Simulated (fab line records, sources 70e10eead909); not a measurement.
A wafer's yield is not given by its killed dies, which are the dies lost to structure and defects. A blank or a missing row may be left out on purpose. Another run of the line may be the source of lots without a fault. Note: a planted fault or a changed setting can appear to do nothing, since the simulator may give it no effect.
Chamber matching -- flow nandHarc -- NHARC_A_CHANNEL_FILL_D2_ALD_02 on aldHk-03 has 4 sister chambers
The step deposits SiO2, target thk 6 nm, pulse time 10 s, ald cycles 60. 14 wafers are shown with their chamber, then 7 later ones without.

## WAFERS WITH THEIR CHAMBER
wafer,chamber,heaterPowerW (W),precursorPulseHeightRel
L360.1,1,404,0.998
L360.2,0,453,0.999
L360.6,0,441,1.008
L362.1,3,517,1.020
L362.3,0,451,0.984
L362.6,1,427,1.022
L361.2,1,419,0.998
L361.3,2,511,1.015
L361.4,0,447,0.987
L366.3,2,530,0.990
L366.5,0,455,0.971
L366.6,1,421,1.009
L372.2,0,415,1.005
L372.3,3,513,1.041

SIGNATURES, as means of the wafers listed above
reading,chamber 0,chamber 1,chamber 2,chamber 3,scatter within a chamber
heaterPowerW,443.67,417.75,520.50,515.00,12.6
precursorPulseHeightRel,0.99233,1.00675,1.00250,1.03050,0.0139
Rule: a wafer's distance from a chamber is the root of the sum, over the readings, of the square of ((its reading less the chamber's mean) divided by the reading's scatter). The wafer belongs to the nearest chamber; if the next one is less than 2 further off, it can't be placed. The scatter: the root of (the sum of the squares of (reading less its chamber's mean) over the shown wafers, divided by (wafers less chambers)).

## WAFERS WITHOUT THEIR CHAMBER
wafer,heaterPowerW (W),precursorPulseHeightRel
L372.6,435,1.018
L374.2,416,1.030
L374.3,493,0.969
L374.5,498,0.994
L381.2,503,1.021
L381.3,423,0.977
L381.4,513,0.983

## CHAMBER TAKEN BY EACH
wafer,from the rows above,in truth
L372.6,can't be placed: 1 or 0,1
L374.2,can't be placed: 1 or 0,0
L374.3,can't be placed: 2 or 0 or 3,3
L374.5,can't be placed: 2 or 3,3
L381.2,can't be placed: 3 or 2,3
L381.3,can't be placed: 0 or 1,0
L381.4,can't be placed: 2 or 3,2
Placed correctly: 0 of 7. Not placeable from these rows: 7 (in 7, the candidates include the true chamber). Wrongly placed: 0.
